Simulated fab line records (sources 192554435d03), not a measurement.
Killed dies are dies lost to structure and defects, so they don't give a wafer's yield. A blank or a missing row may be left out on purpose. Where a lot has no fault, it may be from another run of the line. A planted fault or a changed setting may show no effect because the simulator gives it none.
Matching of chambers -- flow n5Finfet -- 4 sister chambers for N5_BEOL_M10_VIA_ETCH_34 on rieDiel-04
The step etches SiCOH lowk in C4F6/O2, target depth 184.5 nm, time 69.2 s. 7 wafers are shown with their chamber, then 7 later ones without.

## EACH WAFER AND ITS CHAMBER
wafer,chamber,drypumpMotorCurrentA (A),showerheadPlenumPTorr (Torr)
L783.4,1,5.3,2.92
L785.5,0,6.0,2.79
L786.1,2,6.2,2.80
L786.3,3,5.4,2.92
L786.4,3,5.3,2.92
L790.3,0,6.0,2.79
L790.5,1,5.3,2.91

## WAFERS WHOSE CHAMBER IS MISSING
wafer,drypumpMotorCurrentA (A),showerheadPlenumPTorr (Torr)
L790.6,6.0,2.79
L802.1,6.2,2.79
L802.2,5.3,2.90
L802.6,6.0,2.77
L803.1,5.4,2.90
L803.4,5.3,2.90
L803.6,6.0,2.77

## CHAMBER TAKEN BY EACH
wafer,from the rows above,in truth
L790.6,0,0
L802.1,2,2
L802.2,can't be placed: 1 or 3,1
L802.6,0,0
L803.1,can't be placed: 1 or 3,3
L803.4,can't be placed: 1 or 3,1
L803.6,0,0
4 of 7 placed correctly. Not placeable from these rows: 3 (in 3, the candidates include the true chamber). Number placed wrongly: 0.
How it was worked out, from the rows above alone: a wafer's distance from a chamber is the root of the sum, over the readings, of the square of ((its reading less the chamber's mean) divided by the reading's scatter). The wafer belongs to the nearest chamber; if the next one is less than 2 further off, it can't be placed. Each chamber's mean is taken over the wafers shown for it. The scatter: the root of (the sum of the squares of (reading less its chamber's mean) over the shown wafers, divided by (wafers less chambers)).
